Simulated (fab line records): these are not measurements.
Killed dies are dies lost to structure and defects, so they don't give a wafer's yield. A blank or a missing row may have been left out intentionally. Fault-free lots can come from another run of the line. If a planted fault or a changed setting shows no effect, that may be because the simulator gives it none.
Split-lot trial :: flow n5 finfet :: 21 wafers read across 7 lots, on a route 1938 steps long

## ABOUT THE SPLIT
At N5_SD_EPI_N_PEB_07 (peb time 60 s), the setting peb temp c was moved away from the recipe's 110 C on 7 of the 21 wafers read, by -2.2% to +3.2%. This setting was run at the recipe's value on the other wafers.

## BETWEEN THE SPLIT AND THE READING: the file shows 1 step in between
- N5_SD_EPI_N_DEVELOP_08: develop time 30 s

## THE READING
cd nm (nm) at N5_SD_EPI_N_CD_MEAS_09, where the cd target is 120 nm. Typical for fault-free wafers on this fab line: 120.0 nm, with standard deviation 0.88 nm.

wafer: L078.4
tool, chamber at the split: litho track-01, 0
peb temp c as run, C: 108.5
against the recipe: -1.4%
cd nm, nm: 116.6
against lot-mates on the recipe: -4.0

wafer: L078.5
tool, chamber at the split: litho track-01, 0
peb temp c as run, C: 110
against the recipe: recipe
cd nm, nm: 119.8
against lot-mates on the recipe: -

wafer: L078.6
tool, chamber at the split: litho track-01, 0
peb temp c as run, C: 110
against the recipe: recipe
cd nm, nm: 121.3
against lot-mates on the recipe: -

wafer: L082.3
tool, chamber at the split: litho track-04, 0
peb temp c as run, C: 110
against the recipe: recipe
cd nm, nm: 119.2
against lot-mates on the recipe: -

wafer: L082.4
tool, chamber at the split: litho track-04, 0
peb temp c as run, C: 111.9
against the recipe: +1.7%
cd nm, nm: 124.5
against lot-mates on the recipe: +5.3

wafer: L082.5
tool, chamber at the split: litho track-04, 0
peb temp c as run, C: 111.9
against the recipe: +1.7%
cd nm, nm: 123.4
against lot-mates on the recipe: +4.2

wafer: L085.2
tool, chamber at the split: litho track-03, 0
peb temp c as run, C: 110
against the recipe: recipe
cd nm, nm: 119.9
against lot-mates on the recipe: -

wafer: L085.3
tool, chamber at the split: litho track-03, 0
peb temp c as run, C: 110
against the recipe: recipe
cd nm, nm: 120.4
against lot-mates on the recipe: -

wafer: L085.5
tool, chamber at the split: litho track-03, 0
peb temp c as run, C: 110
against the recipe: recipe
cd nm, nm: 120.7
against lot-mates on the recipe: -

wafer: L088.2
tool, chamber at the split: litho track-01, 0
peb temp c as run, C: 110
against the recipe: recipe
cd nm, nm: 120.8
against lot-mates on the recipe: -

wafer: L088.3
tool, chamber at the split: litho track-01, 0
peb temp c as run, C: 113.5
against the recipe: +3.2%
cd nm, nm: 128.4
against lot-mates on the recipe: +7.6

wafer: L088.6
tool, chamber at the split: litho track-01, 0
peb temp c as run, C: 113.5
against the recipe: +3.2%
cd nm, nm: 129.0
against lot-mates on the recipe: +8.2

wafer: L089.1
tool, chamber at the split: litho track-01, 0
peb temp c as run, C: 110
against the recipe: recipe
cd nm, nm: 120.1
against lot-mates on the recipe: -

wafer: L089.2
tool, chamber at the split: litho track-01, 0
peb temp c as run, C: 107.6
against the recipe: -2.2%
cd nm, nm: 113.8
against lot-mates on the recipe: -6.3

wafer: L089.5
tool, chamber at the split: litho track-01, 0
peb temp c as run, C: 107.6
against the recipe: -2.2%
cd nm, nm: 114.6
against lot-mates on the recipe: -5.5

wafer: L091.1
tool, chamber at the split: litho track-01, 0
peb temp c as run, C: 110
against the recipe: recipe
cd nm, nm: 118.6
against lot-mates on the recipe: -

wafer: L091.3
tool, chamber at the split: litho track-01, 0
peb temp c as run, C: 110
against the recipe: recipe
cd nm, nm: 119.9
against lot-mates on the recipe: -

wafer: L091.5
tool, chamber at the split: litho track-01, 0
peb temp c as run, C: 110
against the recipe: recipe
cd nm, nm: 119.2
against lot-mates on the recipe: -

wafer: L093.2
tool, chamber at the split: litho track-04, 0
peb temp c as run, C: 110
against the recipe: recipe
cd nm, nm: 119.2
against lot-mates on the recipe: -

wafer: L093.5
tool, chamber at the split: litho track-04, 0
peb temp c as run, C: 110
against the recipe: recipe
cd nm, nm: 119.0
against lot-mates on the recipe: -

wafer: L093.6
tool, chamber at the split: litho track-04, 0
peb temp c as run, C: 110
against the recipe: recipe
cd nm, nm: 119.9
against lot-mates on the recipe: -

THE FIT
A straight line over all 21 wafers: cd nm changes by +2.65 nm for each +1% of peb temp c; r = +0.98; the points scatter about the line by 0.72 nm.
The same after taking each lot's own level away (the mean of its wafers on the recipe; 21 wafers): +2.61 nm for each +1%; r = +0.99; scatter 0.49 nm.
On that fit, the largest move of peb temp c shifts the reading by 8.3 nm.
From 119.20 to 120.80 nm: that is the span of the lots' own levels, equal to 1.8 times the standard deviation above.
Consequently the slope shifts little with the lot-to-lot level, the two slopes agreeing.
Check: +8.51 nm against its lot-mates is what the line predicts for one of the wafers moved furthest among these (+3.2%) when that wafer is left out of the fit. It came out at +7.6 nm against them.

## THE WHOLE CHAIN: every reading that the file lists as answering this split, in the file's order
step: N5_SD_EPI_N_CD_MEAS_09
what it does: target cd 120 nm
reading: cd nm
change (the file's fit): +2.6 nm for each +1% of the setting
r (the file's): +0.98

step: N5_SD_EPI_N_DESCUM_14
what it does: chemistry O2, time 7.9 s
reading: SD_EPI_N.cd nm (the simulator's own value, which no gauge read)
change (the file's fit): +2.69 nm for each +1% of the setting
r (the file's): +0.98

step: N5_SD_EPI_N_ETCH_34
what it does: etches SiARC in CF4, target depth 45.5 nm, time 75.8 s
reading: SD_EPI_N.cd nm (the simulator's own value, which no gauge read)
change (the file's fit): +2.61 nm for each +1% of the setting
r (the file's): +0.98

step: N5_SD_EPI_N_ETCH_35
what it does: etches SOC in N2/H2, overetch 108 nm, time 486 s
reading: SD_EPI_N.cd nm (the simulator's own value, which no gauge read)
change (the file's fit): +2.46 nm for each +1% of the setting
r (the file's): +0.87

step: N5_SD_EPI_N_ETCHBACK_44
what it does: etches SiNx in CH3F/O2, stops on SiO2, target depth 14.5 nm
reading: SD_EPI_N.cd nm (the simulator's own value, which no gauge read)
change (the file's fit): +2.41 nm for each +1% of the setting
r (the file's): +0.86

## FILE'S OWN FIT
cd nm changes by +2.6 nm for each +1% of peb temp c, r = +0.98.
